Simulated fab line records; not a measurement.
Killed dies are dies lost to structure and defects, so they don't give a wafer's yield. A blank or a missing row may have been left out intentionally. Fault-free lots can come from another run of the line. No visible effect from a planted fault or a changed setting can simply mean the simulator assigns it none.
Chamber matching -- flow n5_finfet -- pecvd-03 running N5_BEOL_M2_PECVD_72: 3 sister chambers
The step deposits SiO2 from TEOS/O2, target thk 16 nm, time 18 s. 22 wafers are shown with their chamber, then 11 later ones without.

== WAFERS, EACH WITH ITS CHAMBER ==
wafer,chamber,throttle_valve_pct (%),heater_power_w (W),showerhead_plenum_p_Torr (Torr)
L077.1,0,21.5,799,8.80
L077.5,0,21.9,813,8.81
L077.6,2,23.1,655,8.81
L076.1,0,21.6,732,8.81
L076.2,2,23.0,578,8.79
L076.3,1,24.1,818,8.81
L076.4,1,24.0,824,8.85
L076.5,0,21.6,743,8.80
L076.6,2,22.8,587,8.83
L083.2,2,23.1,695,8.82
L083.5,1,24.1,798,8.81
L083.6,0,21.7,789,8.81
L087.3,0,22.0,744,8.81
L087.4,1,24.2,841,8.81
L087.6,1,24.2,828,8.85
L089.1,1,24.1,865,8.80
L089.2,0,21.9,797,8.83
L089.4,1,24.3,870,8.85
L090.1,0,21.9,824,8.82
L090.2,2,20.1,742,8.80
L090.3,1,24.0,865,8.83
L092.1,0,21.8,766,8.80

SIGNATURES, as means of the wafers listed above
reading,chamber 0,chamber 1,chamber 2,scatter within a chamber
throttle_valve_pct,21.767,24.125,22.420,0.611
heater_power_w,778.56,838.62,651.40,41.9
showerhead_plenum_p_Torr,8.8100,8.8262,8.8100,0.0162
Rule: a wafer lies at a distance from a chamber equal to the root of the sum of squares, over the readings, of (its reading less the chamber's mean, divided by the reading's scatter). The wafer belongs to the nearest chamber; if the next one is less than 2 further off, it can't be placed. How the scatter is found: for the shown wafers, subtract from each reading the mean of its chamber, square and add these, divide the total by (wafers less chambers), then take the root.

== WAFERS WHOSE CHAMBER IS MISSING ==
wafer,throttle_valve_pct (%),heater_power_w (W),showerhead_plenum_p_Torr (Torr)
L092.2,24.0,872,8.83
L092.3,20.5,614,8.80
L091.1,20.3,650,8.80
L091.4,21.9,736,8.81
L091.6,24.1,765,8.83
L094.1,20.3,666,8.82
L094.4,24.2,835,8.82
L094.6,21.8,793,8.81
L095.2,21.9,819,8.84
L095.3,20.4,659,8.81
L095.6,21.8,803,8.82

== THE CHAMBER EACH PASSED THROUGH ==
wafer,from the rows above,in truth
L092.2,1,1
L092.3,can't be placed: 2 or 0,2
L091.1,can't be placed: 2 or 0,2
L091.4,can't be placed: 0 or 2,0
L091.6,1,1
L094.1,can't be placed: 2 or 0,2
L094.4,1,1
L094.6,0,0
L095.2,can't be placed: 0 or 1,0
L095.3,can't be placed: 2 or 0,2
L095.6,0,0
Correctly placed: 5 of 11. Cannot be placed on the basis of these rows: 6; the candidates contain the true chamber in 6. Wrongly placed: 0.
